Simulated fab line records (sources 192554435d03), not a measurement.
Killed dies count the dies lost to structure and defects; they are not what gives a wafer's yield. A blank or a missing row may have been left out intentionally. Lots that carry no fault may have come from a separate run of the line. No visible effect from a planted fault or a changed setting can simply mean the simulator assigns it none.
Which of the tools did it? | flow n5-finfet | 8 lots with 24 wafers sampled at 5 steps, on a route of 1938 steps

## WHAT EACH GAUGE READ, for each wafer
N5_BEOL_M4_RC_MEAS_101. Usual: DIBL_N 36.5 mV/V, standard deviation 1.4; DIBL_P 36.5 mV/V, standard deviation 1.6; IOFF_N 0.163 nA/um, standard deviation 0.022; IOFF_P 0.219 nA/um, standard deviation 0.029; IOFF_P_85C 3.8 nA/um, standard deviation 0.42; IOFF_P_LIN 0.103 nA/um, standard deviation 0.012; ION_N 675 uA/um, standard deviation 8.3; ION_P 464 uA/um, standard deviation 6.2; REXT_P 100.2 ohm.um, standard deviation 1.9; SS_N 71.5 mV/dec, standard deviation 0.52; SS_P 73.4 mV/dec, standard deviation 0.57; VT_N 249.7 mV, standard deviation 2.6; VT_P -250 mV, standard deviation 3.
lot  | measured     | on        | DIBL_N (mV/V)  | DIBL_P (mV/V)  | IOFF_N (nA/um)    | IOFF_P (nA/um)    | IOFF_P_85C (nA/um) | IOFF_P_LIN (nA/um) | ION_N (uA/um) | ION_P (uA/um) | REXT_P (ohm.um)   | SS_N (mV/dec)  | SS_P (mV/dec)  | VT_N (mV)         | VT_P (mV)      | flag
L810 | day 9 04:06  | prober-02 | 35.5 36.6 34.2 | 37.1 38.6 34.9 | 0.148 0.168 0.125 | 0.205 0.224 0.172 | 3.6 3.8 3.1        | 0.096 0.100 0.085  | 671 675 659   | 465 460 456   | 100.3 100.9 100.1 | 71.2 71.8 70.9 | 73.5 73.5 72.6 | 253.1 249.6 253.6 | -252 -252 -254 |
L817 | day 10 21:46 | prober-02 | 37.1 37.1 36.8 | 37.8 37.8 37.4 | 0.162 0.166 0.162 | 0.220 0.226 0.211 | 3.8 3.9 3.7        | 0.103 0.105 0.100  | 679 674 685   | 462 471 466   | 96.7 96.1 97.9    | 72.3 71.2 71.0 | 73.8 73.8 73.7 | 251.9 248.4 249.9 | -250 -250 -251 |
L818 | day 10 15:59 | prober-02 | 35.2 36.1 38.4 | 36.0 36.6 39.9 | 0.148 0.172 0.212 | 0.232 0.246 0.302 | 3.9 4.1 4.9        | 0.109 0.114 0.131  | 675 668 682   | 468 468 472   | 98.5 99.5 97.2    | 70.5 71.4 71.5 | 72.0 72.3 73.9 | 250.1 247.9 244.5 | -248 -247 -244 |
L819 | day 11 08:19 | prober-02 | 35.3 36.1 35.1 | 34.8 37.7 34.3 | 0.152 0.169 0.143 | 0.225 0.304 0.211 | 3.9 5.1 3.8        | 0.110 0.139 0.106  | 682 677 679   | 475 481 467   | 97.9 94.4 100.5   | 71.4 71.4 71.5 | 72.7 73.7 72.6 | 248.2 247.0 249.3 | -247 -242 -250 |
L820 | day 11 06:36 | prober-01 | 34.8 35.3 36.8 | 35.5 36.7 40.6 | 0.147 0.165 0.186 | 0.234 0.258 0.374 | 3.9 4.3 5.8        | 0.115 0.125 0.166  | 664 683 668   | 466 474 485   | 99.0 98.6 92.9    | 71.8 72.0 73.2 | 73.1 73.3 74.2 | 249.3 247.6 245.2 | -247 -245 -237 |
L821 | day 11 18:43 | prober-02 | 34.4 35.7 35.8 | 35.2 37.0 36.9 | 0.136 0.159 0.158 | 0.204 0.217 0.223 | 3.6 3.8 3.9        | 0.102 0.105 0.110  | 666 682 670   | 464 461 466   | 101.1 102.1 101.0 | 71.6 71.2 71.7 | 73.7 73.5 73.5 | 253.6 253.2 249.6 | -250 -250 -249 |
L825 | day 12 19:00 | prober-01 | 37.9 38.4 39.1 | 38.8 39.5 39.8 | 0.177 0.187 0.197 | 0.227 0.243 0.247 | 3.9 4.1 4.2        | 0.108 0.113 0.115  | 684 682 685   | 464 465 468   | 102.5 101.3 103.4 | 71.6 71.8 71.8 | 73.8 74.3 74.1 | 247.7 247.3 247.4 | -250 -249 -246 |
L827 | day 13 02:41 | prober-02 | 38.5 38.7 38.1 | 38.0 37.9 37.6 | 0.175 0.184 0.174 | 0.240 0.244 0.248 | 4.1 4.2 4.2        | 0.111 0.112 0.115  | 681 666 685   | 464 460 471   | 100.3 101.0 99.3  | 71.3 71.4 71.4 | 74.3 74.3 74.0 | 250.5 248.6 247.6 | -247 -248 -247 |

## WHICH TOOL RAN EACH LOT (tool, then ch and the chambers of the sampled wafers, then the start)
lot  | N5_SD_EPI_N_DESCUM_14             | N5_SD_EPI_N_ETCH_45               | N5_SD_EPI_P_ETCHBACK_46           | N5_SD_EPI_P_ETCH_47
L810 | rie-diel-01 ch 2,3, day 3 21:51   | rie-diel-01 ch 2,3, day 3 22:22   | rie-diel-03 ch 0,1,3, day 4 03:28 | rie-diel-03 ch 0,1,3, day 4 03:34
L817 | rie-diel-02 ch 0,2,3, day 5 13:06 | rie-diel-02 ch 0,2,3, day 5 13:37 | rie-diel-03 ch 0,1,3, day 5 17:56 | rie-diel-03 ch 0,1,3, day 5 18:02
L818 | rie-diel-05 ch 0,1,3, day 5 20:27 | rie-diel-05 ch 0,1,3, day 5 20:58 | rie-diel-03 ch 0,1,3, day 6 02:17 | rie-diel-03 ch 0,1,3, day 6 02:23
L819 | rie-diel-02 ch 2,3, day 6 06:55   | rie-diel-02 ch 2,3, day 6 07:26   | rie-diel-03 ch 0,1,2, day 6 12:18 | rie-diel-03 ch 0,1,2, day 6 12:24
L820 | rie-diel-02 ch 0,1,2, day 6 11:07 | rie-diel-02 ch 0,1,2, day 6 11:37 | rie-diel-03 ch 1,2,3, day 6 17:06 | rie-diel-03 ch 1,2,3, day 6 17:12
L821 | rie-diel-01 ch 2,3, day 6 12:23   | rie-diel-01 ch 2,3, day 6 12:55   | rie-diel-04 ch 2,3, day 6 17:16   | rie-diel-04 ch 2,3, day 6 17:22
L825 | rie-diel-01 ch 0,1,3, day 7 13:31 | rie-diel-01 ch 0,1,3, day 7 14:02 | rie-diel-06 ch 0,3, day 7 18:17   | rie-diel-06 ch 0,3, day 7 18:23
L827 | rie-diel-01 ch 0,3, day 8 05:07   | rie-diel-01 ch 0,3, day 8 05:38   | rie-diel-04 ch 1,2, day 8 10:43   | rie-diel-04 ch 1,2, day 8 10:49
- N5_SD_EPI_N_DESCUM_14: chemistry O2, time 7.9 s.
- N5_SD_EPI_N_ETCH_45: etches SiOCN in CH3F/O2, target depth 6 nm.
- N5_SD_EPI_P_ETCHBACK_46: etches SiNx in CH3F/O2, stops on SiO2, target depth 17.5 nm.
- N5_SD_EPI_P_ETCH_47: etches SiOCN in CH3F/O2, target depth 25 nm.

## AS READ BY THE TOOLS THEMSELVES (means over the sampled wafers that have a number; for cases with no such wafer, the mark the record gives instead)
N5_SD_EPI_N_DESCUM_14. Usual: drypump-motor-current-A 5.7 A, standard deviation 0.51; oes-product-au 0.76 a.u., standard deviation 0.074; rf-vpp-V 242.8 V, standard deviation 0.88; showerhead-plenum-p-Torr 2.067 Torr, standard deviation 0.029; throttle-valve-pct 20.47 %, standard deviation 0.24.
lot  | tool        | drypump-motor-current-A (A) | oes-product-au (a.u.) | rf-vpp-V (V) | showerhead-plenum-p-Torr (Torr) | throttle-valve-pct (%) | flag
L810 | rie-diel-01 | 5.4                         | 0.72                  | 243.4        | 2.072                           | 20.69                  |
L817 | rie-diel-02 | 5.9                         | 0.78                  | 243.4        | 2.078                           | 20.49                  |
L818 | rie-diel-05 | 5.6                         | 0.71                  | 243.0        | 2.075                           | 20.58                  |
L819 | rie-diel-02 | 6.0                         | 0.76                  | 243.4        | 2.093                           | 20.61                  |
L820 | rie-diel-02 | 5.9                         | 0.76                  | 242.1        | 2.071                           | 20.48                  |
L821 | rie-diel-01 | 5.1                         | 0.72                  | 243.2        | 2.070                           | 20.64                  |
L825 | rie-diel-01 | 5.7                         | 0.76                  | 243.0        | 2.063                           | 20.37                  |
L827 | rie-diel-01 | 5.4                         | 0.78                  | 242.9        | 2.063                           | 20.39                  |

N5_SD_EPI_N_ETCH_45. Usual: drypump-motor-current-A 5.7 A, standard deviation 0.5; oes-product-au 0.77 a.u., standard deviation 0.074; rf-vpp-V 127.3 V, standard deviation 0.83; showerhead-plenum-p-Torr 1.970 Torr, standard deviation 0.029; throttle-valve-pct 23.36 %, standard deviation 0.26.
lot  | tool        | drypump-motor-current-A (A) | oes-product-au (a.u.) | rf-vpp-V (V) | showerhead-plenum-p-Torr (Torr) | throttle-valve-pct (%) | flag
L810 | rie-diel-01 | 5.4                         | 0.73                  | 127.9        | 1.980                           | 23.62                  |
L817 | rie-diel-02 | 5.9                         | 0.79                  | 126.9        | 1.984                           | 23.41                  |
L818 | rie-diel-05 | 5.6                         | 0.71                  | 127.3        | 1.974                           | 23.43                  |
L819 | rie-diel-02 | 6.0                         | 0.76                  | 127.0        | 2.003                           | 23.57                  |
L820 | rie-diel-02 | 5.9                         | 0.76                  | 127.6        | 1.976                           | 23.40                  |
L821 | rie-diel-01 | 5.1                         | 0.72                  | 126.8        | 1.978                           | 23.57                  |
L825 | rie-diel-01 | 5.7                         | 0.77                  | 127.7        | 1.964                           | 23.24                  |
L827 | rie-diel-01 | 5.4                         | 0.78                  | 127.4        | 1.970                           | 23.30                  |

N5_SD_EPI_P_ETCHBACK_46. Usual: drypump-motor-current-A 5.8 A, standard deviation 0.34; oes-product-au 0.67 a.u., standard deviation 0.073; rf-vpp-V 297 V, standard deviation 3.7; showerhead-plenum-p-Torr 2.02 Torr, standard deviation 0.054; throttle-valve-pct 16.4 %, standard deviation 0.31.
lot  | tool        | drypump-motor-current-A (A) | oes-product-au (a.u.) | rf-vpp-V (V) | showerhead-plenum-p-Torr (Torr) | throttle-valve-pct (%) | flag
L810 | rie-diel-03 | 6.0                         | 0.72                  | 297          | 2.05                            | 16.2                   |
L817 | rie-diel-03 | 6.0                         | 0.69                  | 297          | 2.05                            | 16.3                   |
L818 | rie-diel-03 | 6.0                         | 0.69                  | 297          | 2.05                            | 16.3                   |
L819 | rie-diel-03 | 6.1                         | 0.70                  | 296          | 2.00                            | 16.2                   |
L820 | rie-diel-03 | 6.2                         | 0.66                  | 296          | 2.05                            | 16.3                   |
L821 | rie-diel-04 | 5.5                         | 0.70                  | 297          | 1.99                            | 16.3                   |
L825 | rie-diel-06 | 5.7                         | 0.67                  | 299          | 2.05                            | 16.2                   |
L827 | rie-diel-04 | 5.6                         | 0.66                  | 294          | 1.97                            | 16.4                   |

N5_SD_EPI_P_ETCH_47. Usual: drypump-motor-current-A 5.8 A, standard deviation 0.34; oes-product-au 0.78 a.u., standard deviation 0.09; rf-vpp-V 127.5 V, standard deviation 1.6; showerhead-plenum-p-Torr 2.02 Torr, standard deviation 0.054; throttle-valve-pct 16.3 %, standard deviation 0.31.
lot  | tool        | drypump-motor-current-A (A) | oes-product-au (a.u.) | rf-vpp-V (V) | showerhead-plenum-p-Torr (Torr) | throttle-valve-pct (%) | flag
L810 | rie-diel-03 | 6.0                         | 0.84                  | 127.1        | 2.05                            | 16.2                   |
L817 | rie-diel-03 | 6.0                         | 0.81                  | 128.2        | 2.05                            | 16.2                   |
L818 | rie-diel-03 | 6.0                         | 0.82                  | 127.5        | 2.05                            | 16.2                   |
L819 | rie-diel-03 | 6.0                         | 0.89                  | 128.3        | 2.00                            | 16.1                   |
L820 | rie-diel-03 | 6.2                         | 0.83                  | 127.5        | 2.05                            | 16.3                   |
L821 | rie-diel-04 | 5.5                         | 0.81                  | 127.6        | 1.99                            | 16.2                   |
L825 | rie-diel-06 | 5.7                         | 0.79                  | 127.9        | 2.05                            | 16.2                   |
L827 | rie-diel-04 | 5.6                         | 0.77                  | 125.5        | 1.97                            | 16.3                   |

## THE ANSWER, worked out from the rows above alone
Rule: a lot counts as off when the mean over its wafers that have a number is more than 3 standard deviations away from the usual mean. Also off: a lot with no number at a reading for which 4 or more lots have one. Any other lot the step has rows for is counted as sound. First the gauges in route order, then the tools' own readings, where a lot's mean is used as printed above. The first step at which some lot is off is used, and at that step the reading that is off furthest; a lot without a number counts as furthest.
None of the lots is off at any reading shown; this tells nothing.

## WHAT THE SIMULATOR HAD INSERTED
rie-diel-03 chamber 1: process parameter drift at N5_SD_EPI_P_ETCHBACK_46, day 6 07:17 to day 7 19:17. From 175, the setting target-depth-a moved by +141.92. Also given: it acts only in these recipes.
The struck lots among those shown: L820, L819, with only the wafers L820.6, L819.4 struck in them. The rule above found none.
